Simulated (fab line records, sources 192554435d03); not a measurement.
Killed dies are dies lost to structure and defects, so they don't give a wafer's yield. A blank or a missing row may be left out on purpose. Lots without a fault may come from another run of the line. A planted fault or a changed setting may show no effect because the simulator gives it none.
Which tool did it? | flow n5_finfet | 10 lots, 30 wafers sampled, at 1 step of a route of 1938

WHAT THE GAUGES READ, wafer by wafer
N5_BEOL_M4_RC_MEAS_101. Usual: DIBL_N 35.8 mV/V, standard deviation 1.8; DIBL_P 35.9 mV/V, standard deviation 2.2; IOFF_N 0.16 nA/um, standard deviation 0.035; IOFF_P 0.21 nA/um, standard deviation 0.04; ION_N 672 uA/um, standard deviation 11; ION_P 461 uA/um, standard deviation 7.4; SS_N 71.4 mV/dec, standard deviation 0.64; SS_P 73.2 mV/dec, standard deviation 0.67; VT_N 250 mV, standard deviation 3.5; VT_P -251 mV, standard deviation 3.4.
lot  | measured     | on        | DIBL_N (mV/V)  | DIBL_P (mV/V)  | IOFF_N (nA/um) | IOFF_P (nA/um) | ION_N (uA/um) | ION_P (uA/um) | SS_N (mV/dec)  | SS_P (mV/dec)  | VT_N (mV)   | VT_P (mV)      | flag
L851 | day 7 21:46  | prober-02 | 34.2 33.8 34.3 | 32.9 34.0 33.8 | 0.12 0.12 0.13 | 0.17 0.18 0.18 | 664 671 673   | 451 462 452   | 71.0 71.3 70.8 | 72.0 71.9 73.0 | 254 257 253 | -254 -255 -252 |
L850 | day 8 15:25  | prober-01 | 34.9 32.9 34.9 | 36.2 34.3 36.9 | 0.17 0.14 0.17 | 0.23 0.20 0.25 | 675 669 677   | 468 463 476   | 71.4 71.4 71.0 | 74.0 72.7 72.8 | 247 250 245 | -246 -250 -246 |
L853 | day 8 20:38  | prober-02 | 37.6 34.5 35.5 | 39.3 35.6 37.1 | 0.21 0.15 0.17 | 0.27 0.21 0.24 | 679 670 676   | 467 459 473   | 72.1 71.0 71.4 | 73.9 72.9 73.0 | 247 250 251 | -246 -247 -248 |
L857 | day 9 22:04  | prober-02 | 36.3 38.0 36.0 | 36.0 39.9 36.2 | 0.15 0.19 0.15 | 0.18 0.26 0.19 | 663 677 667   | 455 462 458   | 71.7 71.8 71.1 | 73.6 74.1 73.6 | 251 249 249 | -253 -249 -251 |
L855 | day 10 00:50 | prober-01 | 38.6 36.7 35.0 | 40.7 37.9 36.7 | 0.21 0.17 0.13 | 0.24 0.19 0.17 | 691 683 665   | 467 459 451   | 72.3 72.1 71.1 | 73.7 72.5 72.8 | 247 249 254 | -250 -251 -255 |
L862 | day 11 16:23 | prober-02 | 35.2 37.3 37.5 | 34.5 37.3 38.5 | 0.14 0.16 0.18 | 0.18 0.22 0.25 | 667 684 682   | 459 467 465   | 70.5 71.4 71.2 | 72.1 72.6 73.1 | 252 250 246 | -250 -250 -249 |
L863 | day 11 19:51 | prober-02 | 34.3 37.1 35.0 | 34.6 38.2 35.8 | 0.13 0.19 0.15 | 0.21 0.28 0.23 | 658 664 669   | 462 464 470   | 71.3 71.2 70.5 | 73.0 73.7 72.3 | 253 247 249 | -249 -246 -246 |
L865 | day 12 01:48 | prober-02 | 31.7 34.5 33.8 | 31.2 35.6 34.5 | 0.09 0.13 0.12 | 0.13 0.19 0.18 | 654 667 667   | 456 461 469   | 70.2 70.7 70.6 | 71.9 73.1 72.2 | 258 251 251 | -256 -251 -251 |
L867 | day 12 16:39 | prober-01 | 37.3 37.0 32.9 | 36.3 35.8 31.6 | 0.18 0.16 0.11 | 0.21 0.20 0.15 | 672 682 661   | 458 464 456   | 72.0 70.6 70.9 | 73.2 73.4 72.5 | 248 249 252 | -251 -251 -256 |
L869 | day 12 18:34 | prober-02 | 35.1 36.7 34.3 | 36.4 38.3 35.3 | 0.15 0.19 0.14 | 0.23 0.26 0.21 | 668 679 669   | 461 472 466   | 71.7 72.2 71.8 | 73.3 72.9 72.9 | 248 246 252 | -248 -245 -248 |

WHICH TOOL RAN EACH LOT (tool, then ch and the chambers of the sampled wafers, then the start)
The record holds no process step before these readings.

WHAT THE TOOLS THEMSELVES READ (means of the sampled wafers that have a number; where no wafer has one, the mark that the record gives instead)
The record holds no such reading with a usual standard deviation.

THE ANSWER, worked out from the rows above alone
Rule: a lot is off if the mean of its wafers that have a number lies more than 3 standard deviations from the usual mean. A lot without any number at a reading at which 4 lots or more have one is off too. The other lots that the step has rows for count as sound. The gauges are gone through in route order, then the tools' own readings, and for those a lot's mean is taken as printed above. The first step at which some lot is off is used, and at that step the reading that is off furthest; a lot without a number counts as furthest.
No lot is off at any reading shown: from this, nothing can be told.

WHAT THE SIMULATOR HAD PUT IN
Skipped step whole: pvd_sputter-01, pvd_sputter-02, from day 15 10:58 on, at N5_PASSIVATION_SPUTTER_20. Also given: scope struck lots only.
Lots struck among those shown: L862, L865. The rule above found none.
